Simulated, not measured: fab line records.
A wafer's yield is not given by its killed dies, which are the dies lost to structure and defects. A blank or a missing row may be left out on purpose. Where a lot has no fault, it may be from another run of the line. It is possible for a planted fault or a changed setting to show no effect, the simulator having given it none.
8D (eight disciplines) problem report, filled in by code ; flow n5-finfet ; the parts of the form that need people (team, actions taken, sign-off) are left out

1. WHAT IS WRONG
Mean of raw-defect-count at N5_SD_EPI_P_INSPECT_26: 869 across 6 wafers in 2 lots; on wafers with no fault it is 171 (standard deviation 31). That is +23 standard deviations from the usual mean.
The step: inspects for defects (darkfield).
First seen on wafer L822.1, day 7 10:47, on defect-inspect-02. The record holds 27 wafers of 9 lots with a number at this step. Rule for "out", or "out of limits": more than 4 standard deviations from the usual mean. The other wafers with a number count as sound.

2. WHAT IT IS AND WHAT IT IS NOT
question;is;is not
which readings at this step;raw-defect-count;-
which lots;L822, L824;L808, L813, L814, L815, L820, L826, L829
which wafers of those lots;all that have a number;-
read on which gauges;defect-inspect-01, defect-inspect-02;-
when;from day 7 10:47;"up to then (15 sound wafers); but 6 sound wafers of L826, L829 came after"

3. WHAT RULES OUT EACH SUSPECT
Counting: a tool stays on the suspect list if, at a process step up to the reading, it processed all lots that are out and no sound lot following the first of them.
- the gauge at N5_SD_EPI_P_INSPECT_26 is ruled out. 2 gauges (defect-inspect-01, defect-inspect-02) read the wafers that are out.
- rie-diel-01 at N5_SD_EPI_P_ETCH_36 (etches SiARC in CF4, target depth 45.5 nm, time 75.8 s): kept. Every lot that is out went through it, starting with L822 (day 7 06:14), and after that it ran no sound lot; the last sound lot it ran before then is L815 (day 5 12:55).
After counting, what remains is rie-diel-01 at N5_SD_EPI_P_ETCH_36.

4. THE CAUSE (what the simulator had put in)
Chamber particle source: rie-diel-01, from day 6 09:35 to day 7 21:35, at N5_SD_EPI_P_ETCH_36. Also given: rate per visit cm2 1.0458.
Counting left only this tool.

5. THE CHAIN OF EFFECTS, in route order
Rows list readings where the struck wafers' mean (over those with a number) sits beyond 3 standard deviations from the usual. Scope: only readings with a usual standard deviation given in the record; hours: median across lots of the time from each lot's start at the first step in this table that gives one to its start at this step; sigmas: change in usual standard deviations.
hours;step;reading;usual;on struck wafers;change;sigmas
0;N5_SD_EPI_P_INSPECT_26;raw-defect-count;171;869;+698;+23
1;N5_SD_ACTIVATION_INSPECT_02;raw-defect-count;170;845;+675;+22
213;N5_PASSIVATION_PROBE_49;defect-limited-yield;91.3 %;83.0;-8.3;-5.6
213;N5_PASSIVATION_PROBE_49;killed-at-front-end;39;142;+103;+9.4
213;N5_PASSIVATION_PROBE_49;killed-dies;102;201;+99;+5.5
213;N5_PASSIVATION_PROBE_49;sort_bin_5_function;5.1 %;10.6;+5.5;+5.5
213;N5_PASSIVATION_PROBE_49;sort-n-pass;1077;979;-98;-5.2
213;N5_PASSIVATION_PROBE_49;sort-yield-pct;91.3 %;83.0;-8.3;-5.2
It contains these process steps:
- N5_PASSIVATION_PROBE_49
At these later measuring or inspecting steps, every struck wafer for which the step has a row has a number for every such reading, and none has moved that far: N5_ILD0_THK_MEAS_08, N5_ILD0_THK_MEAS_13, N5_BEOL_M4_RC_MEAS_101.

6. WHAT WOULD HAVE CAUGHT IT SOONER
Counted from the fault's start at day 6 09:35, it took 25 hours until the first out-of-limits reading at a measuring or inspecting step in this record, taken at day 7 10:47.
Tool readings at N5_SD_EPI_P_ETCH_36 with a usual standard deviation given in the record: none out on any struck wafer, hence no alarm at a limit of 4 standard deviations on them.
Among the 2 lots that are out, L824 began N5_SD_EPI_P_ETCH_36 on rie-diel-01 after day 7 10:47. Holding the tool at that time would have saved it.
